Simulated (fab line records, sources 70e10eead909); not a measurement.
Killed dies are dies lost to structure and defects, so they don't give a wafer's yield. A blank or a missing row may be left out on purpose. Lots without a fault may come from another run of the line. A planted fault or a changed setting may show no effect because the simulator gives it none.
Chamber matching | flow nand_harc | NHARC_P_M2_STRIP_18 on rie_diel-09: 4 sister chambers
The step strips in N2/H2. 4 wafers are shown with their chamber, then 7 later ones without.

WAFERS WITH THEIR CHAMBER
wafer  | chamber | drypump_motor_current_A (A)
L083.3 | 3       | 5.6
L083.5 | 1       | 5.0
L082.1 | 0       | 6.3
L082.4 | 2       | 5.7

WAFERS WITHOUT THEIR CHAMBER
wafer  | drypump_motor_current_A (A)
L082.6 | 5.6
L085.3 | 5.6
L085.4 | 5.0
L085.6 | 6.4
L095.2 | 5.0
L095.5 | 5.0
L095.6 | 5.6

WHICH CHAMBER EACH WENT THROUGH
wafer  | from the rows above | in truth
L082.6 | 3                   | 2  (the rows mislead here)
L085.3 | 3                   | 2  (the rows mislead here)
L085.4 | 1                   | 1
L085.6 | 0                   | 0
L095.2 | 1                   | 1
L095.5 | 1                   | 1
L095.6 | 3                   | 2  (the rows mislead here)
Placed correctly: 4 of 7. Can't be placed from these rows: 0. Placed wrongly: 3.
How it was worked out, from the rows above alone: a wafer's distance from a chamber is the root of the sum, over the readings, of the square of ((its reading less the chamber's mean) divided by the reading's scatter). The wafer belongs to the nearest chamber; if the next one is less than 2 further off, it can't be placed. A chamber's mean is the mean of its shown wafers. The scatter: with one shown wafer a chamber, the root of the mean of the squares of how far each hidden wafer lies from its nearest shown one.
